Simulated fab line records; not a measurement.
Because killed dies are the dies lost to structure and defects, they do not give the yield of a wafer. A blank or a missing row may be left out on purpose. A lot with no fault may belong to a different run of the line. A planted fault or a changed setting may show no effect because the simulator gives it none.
Which tool is to blame? | flow nandHarc | 18 wafers from 6 lots sampled at 3 of the route's 1159 steps

WHAT THE GAUGES READ, wafer by wafer
NHARC_A_ONON_D1_THK_MEAS_11: measures by ellipsometry.
lot  | measured     | on           | thkNm (nm)
L201 | day 8 08:38  | filmMetro-01 | 1013 1011 1012
L208 | day 10 00:10 | filmMetro-02 | 696 699 695
L214 | day 11 08:51 | filmMetro-01 | 995 996 995
L216 | day 11 16:08 | filmMetro-01 | 1003 1002 1003
L219 | day 12 08:12 | filmMetro-01 | 990 992 990
L220 | day 12 19:13 | filmMetro-01 | 1019 1017 1020

WHICH TOOL RAN EACH LOT (tool, then ch and the chambers of the sampled wafers, then the start)
lot  | NHARC_A_ZERO_WELL_ETCH_13       | NHARC_A_ONON_D1_DEP_09
L201 | rieSi-06 ch 0,2,3, day 7 09:02  | pecvdOnon-01 ch 0, day 8 08:15
L208 | rieSi-06 ch 2,3, day 9 00:20    | pecvdOnon-04 ch 0, day 9 23:40
L214 | rieSi-06 ch 1,2,3, day 10 09:44 | pecvdOnon-02 ch 0, day 11 08:20
L216 | rieSi-06 ch 0,1, day 10 16:55   | pecvdOnon-02 ch 0, day 11 15:44
L219 | rieSi-05 ch 2,3, day 11 08:09   | pecvdOnon-02 ch 0, day 12 07:41
L220 | rieSi-01 ch 0,1,3, day 11 20:10 | pecvdOnon-02 ch 0, day 12 18:45
- NHARC_A_ZERO_WELL_ETCH_13: etches the open film in HBr/Cl2, target depth 120 nm, time 40.1 s.
- NHARC_A_ONON_D1_DEP_09: target thk 1000 nm.

THE ANSWER, worked out from the rows above alone
Rule: what is usual is taken from the lots themselves. Put in order of their means at a reading, lots are off if they are a third of the lots or fewer, leave a main group of 4 or more, and stand apart from it by a gap of 3 or more times the standard deviation of the main group's means; of several such gaps the widest counts. A main group whose means are all the same, to the digits that the tables above print for the reading, isn't used. Also off: a lot with no number at a reading for which 4 or more lots have one. All remaining lots with rows at the step are treated as sound.
Off: L208, at NHARC_A_ONON_D1_THK_MEAS_11 (thkNm). For the main group the mean is 1004 nm and the standard deviation 10.
If a tool, at a process step before that reading, ran all the lots that are off and no sound lot after the first of them, it fits. Those tools and the gauges at NHARC_A_ONON_D1_THK_MEAS_11 are tried in the same way. Undecided on this evidence; 2 tools fit (pecvdOnon-04 at NHARC_A_ONON_D1_DEP_09, filmMetro-02 at NHARC_A_ONON_D1_THK_MEAS_11).

WHAT HAD BEEN PUT IN BY THE SIMULATOR
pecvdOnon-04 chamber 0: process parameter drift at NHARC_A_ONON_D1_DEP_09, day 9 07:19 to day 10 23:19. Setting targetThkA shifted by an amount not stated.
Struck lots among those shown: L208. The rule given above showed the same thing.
